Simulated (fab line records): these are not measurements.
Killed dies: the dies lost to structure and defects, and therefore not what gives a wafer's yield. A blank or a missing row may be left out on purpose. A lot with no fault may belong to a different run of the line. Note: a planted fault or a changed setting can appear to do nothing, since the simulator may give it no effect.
Chamber matching | flow n5-finfet | rie-diel-03 running N5_BEOL_M14_STRIP_37: 4 sister chambers
The step strips in O2. 7 wafers are shown with their chamber, then 7 later ones without.

== WAFERS PAIRED WITH THEIR CHAMBERS ==
wafer  | chamber | showerhead-plenum-p-Torr (Torr) | oes-product-au (a.u.)
L079.6 | 0       | 2.06                            | 0.71
L085.1 | 0       | 2.05                            | 0.69
L088.1 | 3       | 2.22                            | 0.86
L088.3 | 1       | 2.11                            | 0.78
L088.4 | 2       | 2.09                            | 0.75
L091.2 | 2       | 2.08                            | 0.74
L091.3 | 3       | 2.22                            | 0.85

== WAFERS WHOSE CHAMBER IS MISSING ==
wafer  | showerhead-plenum-p-Torr (Torr) | oes-product-au (a.u.)
L091.6 | 2.08                            | 0.74
L094.2 | 2.21                            | 0.83
L094.3 | 2.10                            | 0.76
L094.5 | 2.10                            | 0.78
L096.1 | 2.10                            | 0.74
L096.3 | 2.08                            | 0.72
L096.5 | 2.05                            | 0.90

== WHICH CHAMBER EACH WENT THROUGH ==
wafer  | from the rows above     | in truth
L091.6 | 2                       | 2
L094.2 | 3                       | 3
L094.3 | can't be placed: 1 or 2 | 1
L094.5 | 1                       | 1
L096.1 | can't be placed: 2 or 1 | 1
L096.3 | 2                       | 2
L096.5 | can't be placed: 1 or 2 | 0
Placed correctly: 4 of 7. Can't be placed from these rows: 3 (the true chamber is among the candidates in 2). Wrongly placed: 0.
How it was worked out, from the rows above alone: a wafer's distance from a chamber is the root of the sum, over the readings, of the square of ((its reading less the chamber's mean) divided by the reading's scatter). The wafer belongs to the nearest chamber; if the next one is less than 2 further off, it can't be placed. The mean given for a chamber averages the wafers shown for that chamber. How the scatter is found: for the shown wafers, subtract from each reading the mean of its chamber, square and add these, divide the total by (wafers less chambers), then take the root.
